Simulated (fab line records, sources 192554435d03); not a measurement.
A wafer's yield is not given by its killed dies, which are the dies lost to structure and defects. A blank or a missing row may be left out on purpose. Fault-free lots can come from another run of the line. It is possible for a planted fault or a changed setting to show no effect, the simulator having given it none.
Split-lot trial -- flow n5Finfet -- on a route of 1938 steps: 7 lots, 21 wafers read

## THE SPLIT
At N5_MOL_CONTACT_COAG_ALD_133 (deposits SiO2, target thk 5 nm, pulse time 1 s, co reactant pulse time 1 s), the setting aldCycles was moved away from the recipe's 35 on 11 of the 21 wafers read, by -17.1% to +14.3%. For the rest of the wafers, this setting stayed at what the recipe calls for.

Reading taken at the split's own step.

## THE READING
SiO2_of_MOL_CONTACT_COAG_ALD_133.thkNm (the simulator's own value, which no gauge read), in nm, at N5_MOL_CONTACT_COAG_ALD_133 (deposits SiO2, target thk 5 nm, pulse time 1 s, co reactant pulse time 1 s). No usual value for it is given in the file.

wafer,"tool, chamber at the split",aldCycles as run,against the recipe,"SiO2_of_MOL_CONTACT_COAG_ALD_133.thkNm, nm",against lot-mates on the recipe
L077.1,"aldSin-04, 0",38,+8.6%,5.4,+0.4
L077.5,"aldSin-04, 0",38,+8.6%,5.4,+0.4
L077.4,"aldSin-04, 1",35,recipe,5,-
L081.2,"aldSin-01, 2",35,recipe,5,-
L081.4,"aldSin-01, 3",29,-17.1%,4.2,-0.8
L081.6,"aldSin-01, 3",29,-17.1%,4.2,-0.8
L083.2,"aldSin-02, 2,1",40,+14.3%,5.6,+0.6
L083.5,"aldSin-02, 2,1",40,+14.3%,5.6,+0.6
L083.6,"aldSin-02, 0",35,recipe,5,-
L084.2,"aldSin-02, 2",40,+14.3%,5.8,+0.8
L084.3,"aldSin-02, 3",35,recipe,5,-
L084.4,"aldSin-02, 0",40,+14.3%,5.6,+0.6
L086.3,"aldSin-04, 1",35,recipe,5,-
L086.4,"aldSin-04, 2,0",32,-8.6%,4.6,-0.4
L086.5,"aldSin-04, 2,0",32,-8.6%,4.6,-0.4
L089.1,"aldSin-02, 3,3,0",35,recipe,5,-
L089.5,"aldSin-02, 3,3,0",35,recipe,5,-
L089.6,"aldSin-02, 3,3,0",35,recipe,5,-
L097.1,"aldSin-01, 0,2",35,recipe,5,-
L097.3,"aldSin-01, 0,2",35,recipe,5,-
L097.6,"aldSin-01, 0",30,-14.3%,4.2,-0.8
The file does not say which wafer passed through which chamber wherever a row lists several chambers: such a row stands for several wafers.

THE FIT
A straight line over all 21 wafers: SiO2_of_MOL_CONTACT_COAG_ALD_133.thkNm changes by +0.0472 nm for each +1% of aldCycles; r = +0.99; the points scatter about the line by 0.049 nm.
The same after taking each lot's own level away (the mean of its wafers on the recipe; 21 wafers): +0.0472 nm for each +1%; r = +0.99; scatter 0.049 nm.
According to that fit, moving aldCycles by its largest amount changes the reading by 0.81 nm.
The lots' own levels span 5.00 to 5.00 nm.
Consequently the slope shifts little with the lot-to-lot level, the two slopes agreeing.
Check: for one of the wafers moved furthest among these (-17.1%), held out of the fit, the line's prediction against its lot-mates is -0.824 nm. Against them it came out at -0.8 nm.

## OTHER SPLITS APPLIED TO THESE WAFERS
These wafers also went through other splits before the reading. Each is held against what the fit with the lots' levels taken away leaves over:
other split on the same wafers,wafers away from the commonest value,r with SiO2_of_MOL_CONTACT_COAG_ALD_133.thkNm (lot level and that fit taken away)
N5_SD_EPI_N_ETCH_35 timeS,9,-0.10
N5_SDB_EXPOSE_08 doseMj,8,-0.15
N5_HKMG_FIN_COAT_06 spinRpm,6,-0.02
N5_HKMG_FIN_EXPOSE_09 doseMj,5,-0.38

## FILE'S OWN FIT
SiO2_of_MOL_CONTACT_COAG_ALD_133.thkNm changes by +0.048 nm for each +1% of aldCycles, r = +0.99.
